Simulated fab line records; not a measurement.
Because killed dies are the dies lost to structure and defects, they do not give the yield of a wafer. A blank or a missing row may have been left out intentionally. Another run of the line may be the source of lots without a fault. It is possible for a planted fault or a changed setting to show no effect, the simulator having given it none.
Matching of chambers | flow n5-finfet | rie-diel-01 running N5_FIN_SAQP_ETCH_69: 4 sister chambers
The step etches SOC in N2/H2, stops on SiNx, target depth 150 nm. 20 wafers are shown with their chamber, then 10 later ones without.

== WAFERS PAIRED WITH THEIR CHAMBERS ==
wafer  | chamber | showerhead-plenum-p-Torr (Torr) | drypump-motor-current-A (A) | throttle-valve-pct (%)
L075.1 | 1       | 2.64                            | 5.3                         | 17.90
L075.2 | 2       | 2.42                            | 6.0                         | 17.91
L075.6 | 1       | 2.64                            | 5.3                         | 17.89
L076.1 | 0       | 2.51                            | 5.5                         | 18.01
L076.3 | 3       | 2.60                            | 5.0                         | 17.90
L076.6 | 1       | 2.64                            | 5.3                         | 17.90
L078.1 | 3       | 2.59                            | 5.0                         | 17.91
L078.3 | 0       | 2.50                            | 5.5                         | 17.99
L078.5 | 0       | 2.50                            | 5.5                         | 18.00
L079.1 | 3       | 2.59                            | 5.0                         | 17.93
L079.4 | 1       | 2.64                            | 5.2                         | 17.90
L079.6 | 2       | 2.42                            | 5.9                         | 17.93
L081.1 | 1       | 2.64                            | 5.2                         | 17.90
L081.3 | 2       | 2.41                            | 5.9                         | 17.93
L081.6 | 2       | 2.41                            | 6.0                         | 17.93
L083.1 | 1       | 2.63                            | 5.2                         | 17.92
L083.4 | 1       | 2.63                            | 5.3                         | 17.93
L083.5 | 2       | 2.41                            | 6.0                         | 17.94
L084.1 | 0       | 2.50                            | 5.5                         | 18.03
L084.5 | 1       | 2.63                            | 5.2                         | 17.94

SIGNATURES (means of the wafers above)
reading                  | chamber 0 | chamber 1 | chamber 2 | chamber 3 | scatter within a chamber
showerhead-plenum-p-Torr | 2.5025    | 2.6362    | 2.4140    | 2.5933    | 0.0053
drypump-motor-current-A  | 5.500     | 5.250     | 5.960     | 5.000     | 0.0447
throttle-valve-pct       | 18.0075   | 17.9100   | 17.9280   | 17.9133   | 0.0159
Rule: a wafer's distance from a chamber is the root of the sum, over the readings, of the square of ((its reading less the chamber's mean) divided by the reading's scatter). The wafer belongs to the nearest chamber; if the next one is less than 2 further off, it can't be placed. How the scatter is found: for the shown wafers, subtract from each reading the mean of its chamber, square and add these, divide the total by (wafers less chambers), then take the root.

== WAFERS WITH NO CHAMBER GIVEN ==
wafer  | showerhead-plenum-p-Torr (Torr) | drypump-motor-current-A (A) | throttle-valve-pct (%)
L084.6 | 2.50                            | 5.5                         | 18.02
L088.2 | 2.49                            | 5.5                         | 18.05
L088.3 | 2.63                            | 5.2                         | 17.96
L088.5 | 2.59                            | 4.9                         | 17.42
L089.1 | 2.41                            | 6.0                         | 17.97
L089.3 | 2.59                            | 5.0                         | 17.41
L089.4 | 2.49                            | 5.5                         | 18.05
L097.1 | 2.49                            | 5.5                         | 17.66
L097.3 | 2.40                            | 6.0                         | 17.99
L097.5 | 2.58                            | 5.0                         | 17.44

== EACH ONE'S CHAMBER ==
wafer  | from the rows above     | in truth
L084.6 | 0                       | 0
L088.2 | 0                       | 0
L088.3 | 1                       | 1
L088.5 | can't be placed: 3 or 1 | 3
L089.1 | 2                       | 2
L089.3 | can't be placed: 3 or 1 | 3
L089.4 | 0                       | 0
L097.1 | 0                       | 0
L097.3 | 2                       | 2
L097.5 | 3                       | 3
Correct placement for 8 of the 10. From these rows, 2 cannot be placed; in 2 the true chamber is one of the candidates. Wrongly placed: 0.
